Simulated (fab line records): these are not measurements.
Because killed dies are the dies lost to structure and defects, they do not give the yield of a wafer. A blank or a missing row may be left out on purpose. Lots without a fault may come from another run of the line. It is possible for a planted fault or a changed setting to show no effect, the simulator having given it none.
A lot that was struck, set against a sound lot / flow n5 finfet / 44 steps out of a route of 1938
Sound: wafers L597.2, L597.4, L597.6. Struck: wafers L607.2, L607.3. Last of all comes the cause.
Per side, at each step with rows, come the tool, then ch with its chambers, and then its first start. Under that, the readings that differ: sound wafers / struck wafers / difference of the means / sigmas: that difference in standard deviations of wafers without a fault.
alike: same words and numbers on both sides, and readings whose means sit less than 2 such deviations apart. not compared: any withheld reading, any reading some wafer has no value for, any bound like >300 that may hide the same value, and any number with overlapping values for which the record gives no deviation.
The two part at a step that has a row with sigmas, a row that says differs or no value, or rows on one side only. When numbers do not overlap yet have no deviation, they are printed without sigmas and do not part them. A reading missing from all wafers of one side parts the sides only when that side holds two or more wafers.

N5_PMOS_HMC_CHANNEL_EPI_OVL_MEAS_10:
  sound on overlay-01 ch 0, day 2 23:08; struck on overlay-01 ch 0, day 5 11:56
  alike: PMOS_HMC_BLK_OVL
N5_PMOS_HMC_CHANNEL_EPI_INSPECT_11: inspects for defects (macro).
  sound on defect inspect-01, day 2 23:10; struck on defect inspect-02, day 5 11:58
reading=raw defect count; sound=1 0 0; struck=4 3; difference=+3; sigmas=+2
then, 5 steps without rows for these wafers: N5_PMOS_HMC_CHANNEL_EPI_DESCUM_14 (chemistry O2, time 7.9 s); N5_PMOS_HMC_CHANNEL_EPI_ETCH_32 (etches BARC in N2/H2, stops on SiO2, target depth 85.8 nm, time 50.3 s); N5_PMOS_HMC_CHANNEL_EPI_HM_OPEN_15 (chemistry CHF3/O2, target SiO2, target depth 40.6 nm, time 20.3 s); N5_PMOS_HMC_CHANNEL_EPI_STRIP_33 (strips in N2/H2); N5_PMOS_HMC_CHANNEL_EPI_STRIP_17 (strips in SPM, time 750 s).
N5_PMOS_HMC_CHANNEL_EPI_ETCH_38: etches SiO2 in CF4, target depth 1.5 nm.
  sound on rie si-01 ch 0,1, day 2 23:38; struck on rie si-02 ch 1,2, day 5 13:19
  alike: drypump motor current A, oes product au, throttle valve pct
  not compared: rf hours counter h
then, 4 steps without rows for these wafers: N5_PMOS_HMC_CHANNEL_EPI_FIN_RECESS_16 (chemistry HBr/Cl2, target Si, target depth 54 nm, time 18 s); N5_PMOS_HMC_CHANNEL_EPI_PRECLEAN_36 (cleans in O3/DIW, time 45 s); N5_PMOS_HMC_CHANNEL_EPI_PRECLEAN_18 (cleans in DHF, time 30 s); N5_PMOS_HMC_CHANNEL_EPI_SRD_19 (time 30 s).
N5_PMOS_HMC_CHANNEL_EPI_EPI_20: deposits SiGe30, target thk 59 nm.
  sound on epi rpcvd-01 ch 0, day 3 00:05; struck on epi rpcvd-02 ch 0, day 5 13:45
reading=model.SiGe30_of_PMOS_HMC_CHANNEL_EPI_EPI_20.thk nm (nm); sound=59 58.68 58.68; struck=37.81 37.98; difference=-20.89; sigmas=
then, 2 steps without rows for these wafers: N5_PMOS_HMC_CHANNEL_EPI_HM_STRIP_35 (strips SiO2 in dHF, material SiO2, target depth 39.6 nm, time 216 s); N5_PMOS_HMC_CHANNEL_EPI_SRD_39 (time 30 s).
N5_PMOS_HMC_CHANNEL_EPI_CMP_21: polishes SiGe30, target thk 54 nm.
  sound on cmp-04 ch 0,3, day 3 01:33; struck on cmp-01 ch 1,3, day 5 14:53
reading=motor current A (A); sound=9.2 8.6 8.9; struck=13.6 11.0; difference=+3.4; sigmas=+2
N5_PMOS_HMC_CHANNEL_EPI_THK_MEAS_22:
  sound on film metro-01, day 3 01:51; struck on film metro-01, day 5 15:11
reading=HMC_CMP_THK (nm); sound=54.6 54.0 54.2; struck=37.8 37.9; difference=-16.4; sigmas=-36
then, 1 step without rows for these wafers: N5_PMOS_HMC_CHANNEL_EPI_PRECLEAN_40 (cleans in DHF, time 30 s).
N5_PMOS_HMC_CHANNEL_EPI_PRECLEAN_37: cleans in O3/DIW, time 45 s.
  sound on wet bench-05 ch 1,2,3, day 3 01:53; struck on wet bench-05 ch 1,3, day 5 15:14
reading=model.SiGe30_of_PMOS_HMC_CHANNEL_EPI_EPI_20.thk nm (nm); sound=53.23 53.29 53.26; struck=37.05 37.22; difference=-16.12; sigmas=
  alike: bath heat duty pct
then, 3 steps without rows for these wafers: N5_PMOS_HMC_CHANNEL_EPI_PRECLEAN_24 (cleans in DHF, time 30 s); N5_PMOS_HMC_CHANNEL_EPI_SRD_25 (time 30 s); N5_PMOS_HMC_CHANNEL_EPI_EPI_26 (deposits Si from SiH4/H2, target thk 3.8 nm, time 22.7 s).
N5_PMOS_HMC_CHANNEL_EPI_INSPECT_30: inspects for defects (darkfield).
  sound on defect inspect-02, day 3 02:20; struck on defect inspect-01, day 5 15:40
reading=raw defect count; sound=8 13 10; struck=23 23; difference=+13; sigmas=+2
then, 4 steps without rows for these wafers: N5_FIN_SAQP_PRECLEAN_42 (cleans in O3/DIW, time 60 s); N5_FIN_SAQP_PRECLEAN_00 (cleans in SC1, time 60 s); N5_FIN_SAQP_PRECLEAN_44 (cleans in SC2, time 45 s); N5_FIN_SAQP_SRD_01 (time 30 s).
N5_FIN_SAQP_ALD_61: deposits SiO2, target thk 4 nm, pulse time 1 s, purge time 2 s.
  sound on ald sin-02 ch 0,1,2, day 3 02:27; struck on ald sin-01 ch 0,2, day 5 16:01
  alike: heater power w, precursor pulse height rel
then, 1 step without rows for these wafers: N5_FIN_SAQP_DENSIFY_62 (time 60 s).
N5_FIN_SAQP_HM_DEP_03: deposits SiNx from SiH4/NH3/N2, target thk 38 nm, time 33.6 s.
  sound on pecvd-01 ch 0,2, day 3 02:56; struck on pecvd-01 ch 1,2, day 5 16:27
  alike: heater power w, showerhead plenum p Torr, throttle valve pct
N5_FIN_SAQP_THK_MEAS_05:
  sound on film metro-01, day 3 03:01; struck on film metro-02, day 5 16:32
  alike: thk nm
then, 2 steps without rows for these wafers: N5_FIN_SAQP_PECVD_47 (deposits a-Si from SiH4/He, target thk 45 nm, time 36.3 s); N5_FIN_SAQP_PECVD_48 (deposits SiNx from SiH4/NH3/N2, target thk 25 nm, time 22.1 s).
N5_FIN_SAQP_PECVD_06: deposits a-Si from SiH4/He, target thk 60 nm, time 48.1 s.
  sound on pecvd-02 ch 0,1, day 3 03:08; struck on pecvd-01 ch 1,2, day 5 16:40
  alike: heater power w, showerhead plenum p Torr, throttle valve pct
N5_FIN_SAQP_THK_MEAS_07:
  sound on film metro-01, day 3 03:14; struck on film metro-02, day 5 16:45
  alike: thk nm
then, 6 steps without rows for these wafers: N5_FIN_SAQP_HM_DEP_72 (deposits SiO2 from SiH4/N2O, target thk 12 nm, time 7.2 s); N5_FIN_SAQP_COAT_49 (time 60 s, resist thk 100 nm); N5_FIN_SAQP_COAT_50 (time 60 s, resist thk 35 nm); N5_FIN_SAQP_COAT_10 (resist thk 90 nm); N5_FIN_SAQP_EBR_12; N5_FIN_SAQP_SOFTBAKE_11 (time 60 s).
-- record jumps: 3 days separate the struck wafers' starts on either side; left off in module FIN_SAQP, taken up again in module MOL_CONTACT_COAG, whose first shown step is the route's number 530 --
N5_MOL_CONTACT_COAG_ETCH_59: etches underlayer in N2/H2, target depth 13 nm, time 10.4 s.
  sound on rie diel-01 ch 1,2, day 5 22:14; struck on rie diel-02 ch 1,2, day 8 08:50
reading=drypump motor current A (A); sound=5.1 5.2 5.2; struck=5.8 6.7; difference=+1.1; sigmas=+2
reading=rf vpp V (V); sound=523.2 519.6 520.2; struck=527.3 525.5; difference=+5.4; sigmas=+2
reading=model.MOL_CONTACT_COAG.cd offset nm (nm); sound=0.2 0 0.2; struck=1 1; difference=+1; sigmas=
  alike: etch rf on time s, oes product au, showerhead plenum p Torr, throttle valve pct
  not compared: rf hours counter h
N5_MOL_CONTACT_COAG_ETCH_110: etches Si in CF4/O2, target depth 2.5 nm, time 8 s.
  sound on rie diel-01 ch 1,2, day 5 22:29; struck on rie diel-02 ch 1,2, day 8 09:05
reading=drypump motor current A (A); sound=5.1 5.2 5.2; struck=5.8 6.8; difference=+1.1; sigmas=+2
reading=model.MOL_CONTACT_COAG.cd offset nm (nm); sound=0 -0.2 0.2; struck=0.8 1.2; difference=+1.0; sigmas=
  alike: oes_ar_750_au, oes_f_703_au, oes product au, rf vpp V, showerhead plenum p Torr, throttle valve pct
  not compared: rf hours counter h
-- record jumps: 4 days separate the struck wafers' starts on either side; left off in module MOL_CONTACT_COAG, taken up again in module BEOL_M4, whose first shown step is the route's number 1111 --
N5_BEOL_M4_RC_MEAS_101:
  sound on prober-01 ch 0, day 9 15:38; struck on prober-01 ch 0, day 12 05:40
reading=CJ_P; sound=5.82 5.92 5.88; struck=4.15 4.36; difference=-1.62; sigmas=-15
reading=DIBL_P (mV/V); sound=39.9 36.9 37.8; struck=94.0 116.9; difference=+67.2; sigmas=+42
reading=IOFF_P (nA/um); sound=0.255 0.204 0.212; struck=11.866 28.847; difference=+20.133; sigmas=+99 or more
reading=IOFF_P_85C (nA/um); sound=4.3 3.5 3.7; struck=107.0 224.6; difference=+162.0; sigmas=+99 or more
reading=IOFF_P_LIN (nA/um); sound=0.112 0.096 0.099; struck=0.328 0.484; difference=+0.304; sigmas=+28
reading=IOFF_P_LONG (nA/um); sound=9.7e-05 9.7e-05 9.7e-05; struck=6.7e-05 6.7e-05; difference=-3.0e-05; sigmas=-4
reading=ION_P (uA/um); sound=469 458 466; struck=333 336; difference=-130; sigmas=-21
reading=RC_DENSE_N (ohm.um); sound=18.35 18.85 18.60; struck=17.77 17.40; difference=-1.02; sigmas=-3
reading=RC_DENSE_P (ohm.um); sound=23.3 23.6 23.2; struck=22.1 21.7; difference=-1.5; sigmas=-4
reading=RC_N (ohm.um); sound=15.30 15.50 15.19; struck=14.49 14.06; difference=-1.05; sigmas=-5
reading=RC_P (ohm.um); sound=18.9 19.2 18.9; struck=18.1 17.6; difference=-1.1; sigmas=-4
reading=REXT_P (ohm.um); sound=96.9 97.1 96.1; struck=119.4 118.6; difference=+22.3; sigmas=+10
reading=RS_NWELL (ohm/sq); sound=1047 1040 1032; struck=1064 1072; difference=+28; sigmas=+4
reading=SS_P (mV/dec); sound=74.3 72.3 72.8; struck=118.7 134.1; difference=+53.3; sigmas=+93
reading=VT_P_LONG (mV); sound=-276.7 -278.5 -279.7; struck=-287.4 -286.0; difference=-8.4; sigmas=-3
  alike: DIBL_N, IOFF_N, ION_N, SS_N, VT_N, VT_P

WHERE THEY PART
First at N5_PMOS_HMC_CHANNEL_EPI_INSPECT_11; last, within this record, at N5_BEOL_M4_RC_MEAS_101.

WHY: what the simulator had put in
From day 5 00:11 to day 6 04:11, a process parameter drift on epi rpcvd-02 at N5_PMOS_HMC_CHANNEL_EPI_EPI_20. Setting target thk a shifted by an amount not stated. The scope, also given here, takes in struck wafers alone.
